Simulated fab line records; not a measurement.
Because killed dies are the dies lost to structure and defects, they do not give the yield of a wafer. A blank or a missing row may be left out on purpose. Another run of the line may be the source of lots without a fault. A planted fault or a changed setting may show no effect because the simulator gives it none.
fab line records	flow n5-finfet
record lots=5	wafers=13	last-day=16
route steps=1938 shown BEOL_M7@1320 BEOL_M8@1332
lots that met no fault: taken from a fault-free run of the same line
start-h: start of the lot's first displayed wafer, in hours after the record's first day	wait-h: time in hours since the lot's previous step	" unchanged from the row above	L1.1+2: one row covering several wafers at once	- no value, or no start given	* or withheld: withheld	< > ~ a bound
route shown NAME@n: NAME is a module with steps in the file, n the number in the route of the first one	usual: average and standard deviation across the fault-free wafers	same: alike in all rows	chamber/n: place in a boat	sites: the reading at each site	_std_site: their standard deviation	_edge_site: the outer-site mean with the inner-site mean subtracted	radius-mm: for every site, how far away it sits from the centre of the wafer	mask NAME#n: copy n	behind: the tool/chamber that last shaped the wafer	hold: what put the lot on hold/how long, in hours/how the hold closed	device: transistor that didn't switch, given as n, p or np	end of line: the tests these same wafers got at the end of their route	a step without rows: its recipe alone	killed: count of dies lost to structure and defects at first sort (not the wafer's yield)	map: shows each die of a wafer: x if killed, . if not, _ if none is there
set.NAME: setting as actually run; set.NAME@STEP: the setting as run at that earlier step	model.NAME: the simulator's own value behind a step, which no gauge read
lots seen at some steps along the route; tables by step, rows by wafer
services: when a tool's chamber went out of use (start-h, in hours from the record's first day, below 0 if earlier), for how many hours, and the reason
## steps
# step N5_BEOL_M7_ALD_77
# recipe material=TaN	target-thk-a=20	temp-c=275	ald-precursor-family=PDMAT	ald-co-reactant=NH3	pressure-torr=3	carrier-flow-sccm=1500	pulse-time-s=2	purge-time-s=3	co-reactant-purge-time-s=2	co-reactant-pulse-time-s=3	ald-cycles=40	precursor-vessel-temp-c=75	precursor-vessel-pressure-torr=26.25	precursor-vessel-carrier-sccm=1000
# step N5_BEOL_M7_SURFACE_TREAT_79
# recipe gas=Ar	time-s=*	ion-energy-ev=*	ion-current-ma-cm2=0.5	pressure-mtorr=*	ar-flow-sccm=30
# step N5_BEOL_M7_CVD_78
# recipe material=Co	target-thk-a=20	temp-c=withheld	precursor=CCTBA/H2	pressure-torr=30	time-s=142.3
# step N5_BEOL_M7_SPUTTER_48
# recipe material=Cu	target-thk-a=100	temp-c=-20	bias-v=60	power-w=26000	chamber-pressure-pa=0.13	time-s=1.667
# step N5_BEOL_M7_ECD_50
# recipe material=Cu	target-thk-a=3000
# step N5_BEOL_M7_ANNEAL_51
# recipe temp-c=225	time-s=90	ambient=N2
# step N5_BEOL_M7_CMP_52
# recipe stop-on=SiCOH_lowk	t-overpolish-s=6.9	down-force-psi=1	platen-rpm=50	clearing-platen-down-force-psi=1.5	clearing-platen-rpm=50	post-cmp-clean=cu-alkaline	target-thk-nm=80	clearing-platen-pad-velocity-m-s=0.99484	pad-velocity-m-s=0.99484
# step N5_BEOL_M7_PRE_CLEAN_55
# recipe gas=NH3	time-s=15	temp-c=withheld	rf-power-w=300
# step N5_BEOL_M7_DEP_56
# recipe material=SiCN	target-thk-a=100	temp-c=withheld	precursor=3MS/NH3	pressure-torr=3	rf-w=202	time-s=17.5
# step N5_BEOL_M8_ILD_DEP_00
# recipe material=SiCOH_lowk	target-thk-a=1797.5	temp-c=300	precursor=DEMS/porogen	pressure-torr=5	rf-w=500	time-s=33.4
# usual heater-power-w=344/72	rf-fwd-power-W=495.0/2.2	showerhead-plenum-p-Torr=5.744/0.013	throttle-valve-pct=13.3/0.7
lot.wafer	tool	chamber	start-h	wait-h	heater-power-w	rf-fwd-power-W	showerhead-plenum-p-Torr	throttle-valve-pct	model.SiCOH_lowk_of_BEOL_M8_ILD_DEP_00.thk-nm
L829.3	pecvd-03	0	224.32	0.0	438	495.8	5.754	13.6	181
L829.4	"	1	"	"	411	496.1	5.758	13.9	182.4
L829.5	"	2	"	"	291	491.6	5.740	12.1	184.2
L838.3	pecvd-03	1	269.95	0.0	427	-	5.755	14.0	167.2
L838.5	"	2	"	"	317	-	5.759	11.9	172.8
L841.4	pecvd-03	1	282.55	0.1	394	498.6	5.760	13.7	180
L841.5	"	2	"	"	293	-	5.738	12.5	171.6
L843.2	pecvd-03	0	306.84	0.0	452	495.1	5.735	13.6	179.4
L843.3	"	1	"	"	423	-	5.747	14.0	162.4
L843.5	"	0	"	"	455	-	5.748	13.2	170.4
L847.1	pecvd-01	1	311.41	0.0	365	496.7	5.743	13.4	180.8
L847.3	"	0	"	"	237	495.0	5.720	14.3	179.6
L847.4	"	1	"	"	363	494.2	5.743	13.3	184
# step N5_BEOL_M8_CURE_74
# recipe temp-c=385	time-s=240	ambient=He/Ar	material=SiCOH_lowk
# step N5_BEOL_M8_THK_MEAS_01
# recipe reads=SiCOH_lowk_of_BEOL_M8_ILD_DEP_00
# usual M8_ILD_THK=156.2/2.1
lot.wafer	tool	chamber	start-h	wait-h	M8_ILD_THK[nm]
L829.3	film-metro-01	-	225.02	0.3	156.1
L829.4	"	-	"	"	157.3
L829.5	"	-	"	"	158.9
L838.3	film-metro-02	-	270.53	0.3	144.1
L838.5	"	-	"	"	148.9
L841.4	film-metro-01	-	283.12	0.2	155.2
L841.5	"	-	"	"	147.8
L843.2	film-metro-01	-	307.42	0.4	154.9
L843.3	"	-	"	"	139.9
L843.5	"	-	"	"	146.9
L847.1	film-metro-01	-	311.99	0.4	156.0
L847.3	"	-	"	"	154.9
L847.4	"	-	"	"	158.8
# step N5_BEOL_M8_PECVD_70
# recipe material=SiO2	target-thk-a=200	temp-c=400	precursor=TEOS/O2	pressure-torr=5.5	rf-w=450	teos-flow-sccm=53.8	gas=O2	flow-sccm=3000	time-s=22.7
# step N5_BEOL_M8_HM_DEP_02
# recipe material=TiN	target-thk-a=200	temp-c=25	chamber-pressure-pa=0.49996
# step N5_BEOL_M8_COAT_59
# recipe resist=SOC	temp-c=250	time-s=60	spin-rpm=1500	resist-thk-nm=100
# step N5_BEOL_M8_COAT_60
# recipe resist=SiARC	temp-c=220	time-s=60	spin-rpm=1500	resist-thk-nm=35
# step N5_BEOL_M8_COAT_05
# recipe resist=CAR-ArF	spin-rpm=1500	resist-thk-nm=90
# step N5_BEOL_M8_EBR_07
# recipe solvent=PGMEA	ebr-width-mm=1.5
# step N5_BEOL_M8_SOFTBAKE_06
# recipe temp-c=110	time-s=60	resist=CAR-ArF
# step N5_BEOL_M8_EXPOSE_08
# recipe mask-id=M8	na=1.35	source-shape=dipole	sigma-inner=0.817	sigma-outer=0.97	polarization=te	dose-mj=68.25
# step N5_BEOL_M8_PEB_09
# recipe peb-temp-c=withheld	peb-time-s=60	resist=CAR-ArF
# step N5_BEOL_M8_DEVELOP_10
# recipe develop-time-s=30	developer=TMAH	resist=CAR-ArF	rinse-liquid=diw	dry=air-spin	dev-temp-c=23
# step N5_BEOL_M8_DESCUM_16
# recipe chemistry=O2	time-s=7.9	source-power-w=50	bias-power-w=20	pressure-mtorr=20	rf-frequency-hz=2.712e+07	temp-c=40	resist=CAR-ArF	o2-flow-sccm=225
# step N5_BEOL_M8_ETCH_61
# recipe chemistry=CF4	target=SiARC	target-depth-a=455	mask-material=CAR-ArF	time-s=75.8	ion-energy-ev=80	pressure-mtorr=40	source-w=545	bias-w=36	Ar_flow_sccm=100	cf4-flow-sccm=100	ends=cleared
# step N5_BEOL_M8_ETCH_62
# recipe chemistry=N2/H2	target=SOC	target-depth-a=1100	overetch-a=220	mask-material=SiARC	temp-c=40	time-s=165	ion-energy-ev=200	pressure-mtorr=30	source-w=840	bias-w=150	n2-flow-sccm=200	h2-flow-sccm=200
# step N5_BEOL_M8_STRIP_68
# recipe chemistry=N2/H2	temp-c=40	n2-flow-sccm=200	h2-flow-sccm=200	rf-frequency-hz=6e+07
# step N5_BEOL_M8_STRIP_67
# recipe chemistry=CF4	resist=SiARC	power-w=300	bias-power-w=75	pressure-mtorr=50	cf4-flow-sccm=150	rf-frequency-hz=6e+07
# step N5_BEOL_M8_HM_OPEN_17
# recipe chemistry=Cl2/BCl3	target-depth-a=200	overetch-a=60	target=TiN	mask-material=SOC	ion-energy-ev=150	pressure-mtorr=10	icp-w=1000	bias-w=126	Cl2_flow_sccm=53.25	bcl3-flow-sccm=21.75	Ar_flow_sccm=25
# step N5_BEOL_M8_STRIP_19
# recipe chemistry=O2	power-w=400	temp-c=40	pressure-mtorr=30	rf-frequency-hz=6e+07	bias-power-w=0	overash-fraction=0.2	o2-flow-sccm=225
# step N5_BEOL_M8_COAT_63
# recipe resist=SOC	temp-c=250	time-s=60	spin-rpm=1500	resist-thk-nm=60
# step N5_BEOL_M8_COAT_64
# recipe resist=SiARC	temp-c=220	time-s=60	spin-rpm=1500	resist-thk-nm=12
# step N5_BEOL_M8_COAT_71
# recipe resist=underlayer	temp-c=205	time-s=60	spin-rpm=1500	resist-thk-nm=5
# step N5_BEOL_M8_COAT_22
# recipe resist=CAR-EUV	spin-rpm=1500	resist-thk-nm=30
# step N5_BEOL_M8_EBR_24
# recipe solvent=PGMEA	ebr-width-mm=1.5
# step N5_BEOL_M8_SOFTBAKE_23
# recipe temp-c=110	time-s=60	resist=CAR-EUV
# step N5_BEOL_M8_CMP_52
# recipe stop-on=SiCOH_lowk	t-overpolish-s=6.9	down-force-psi=1	platen-rpm=50	clearing-platen-down-force-psi=1.5	clearing-platen-rpm=50	post-cmp-clean=cu-alkaline	target-thk-nm=80	clearing-platen-pad-velocity-m-s=0.99484	pad-velocity-m-s=0.99484
# usual motor-current-A=6.1/0.45	slurry-flow-ml-min=150.0/0.51
lot.wafer	tool	chamber	start-h	wait-h	motor-current-A	slurry-flow-ml-min	model.SiCOH_lowk_of_BEOL_M8_ILD_DEP_00.thk-nm
L829.4	cmp-04	3	232.23	0.1	6.4	150.6	154.4
L829.3	"	2	"	"	5.6	150.2	153.2
L829.5	"	3	"	"	6.6	150.2	155.8
L838.3	cmp-04	3	275.62	0.2	6.9	150.7	141
L838.5	"	3	"	"	6.5	149.8	146
L841.4	cmp-04	2	290.62	0.2	5.6	150.8	152.2
L841.5	"	2	"	"	5.6	149.9	144.8
L843.2	cmp-01	3	316.96	0.2	6.2	149.5	151.8
L843.3	"	2	"	"	6.1	149.8	136.8
L843.5	"	3	"	"	6.2	149.7	143.8
L847.3	cmp-04	0	317.61	0.2	6.1	149.9	152
L847.1	"	1	"	"	5.7	150.2	153
L847.4	"	2	"	"	5.9	151.1	155.8
## services
tool	chamber	start-h	hours	kind
pecvd-01	2	202.38	-	clean
pecvd-01	2	202.38	-	consumable-replace:showerhead
pecvd-01	2	202.38	29.0	scheduled-down
pecvd-01	2	202.38	29.0	vent-cycle
cmp-04	-	212.82	0.3	repair
pecvd-03	-	225.44	0.3	repair
cmp-04	-	227.49	4.0	pm
cmp-04	-	231.49	-	consumable-replace:conditioner
cmp-04	-	231.49	-	consumable-replace:pad
cmp-01	-	231.61	2.1	repair
pecvd-01	-	262.33	14.6	pm
cmp-04	-	276.78	0.6	repair
pecvd-03	0	284.83	5.5	scheduled-down
cmp-01	-	294.23	3.9	repair
cmp-04	-	296.31	1.8	repair
cmp-01	-	298.98	4.0	pm
cmp-01	-	302.98	-	consumable-replace:conditioner
cmp-01	-	302.98	-	consumable-replace:pad
cmp-01	-	313.44	1.2	repair
## key
first-sign step=N5_BEOL_M8_THK_MEAS_01	reading=M8_ILD_THK	direction=down	sigmas=5.1	usual=156.2	struck=145.5
effect none on later readings
model-effect step=N5_BEOL_M8_ILD_DEP_00	value=SiCOH_lowk_of_BEOL_M8_ILD_DEP_00.thk-nm	without=180	struck=168.9
model-effect step=N5_BEOL_M8_CMP_52	value=SiCOH_lowk_of_BEOL_M8_ILD_DEP_00.thk-nm	without=152.3	struck=142.5
met-at N5_BEOL_M8_ILD_DEP_00
struck-wafers L838.3,L838.5,L841.5,L843.3,L843.5
onset-between 224.32 269.95
fault kind=process-parameter-drift	tool=pecvd-03	chamber=-	onset-h=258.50	steps=N5_BEOL_M8_ILD_DEP_00	channel=time-s	offset=*	shape=step	end-h=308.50	scope=struck-wafers-only	acts-in=*	stated=*
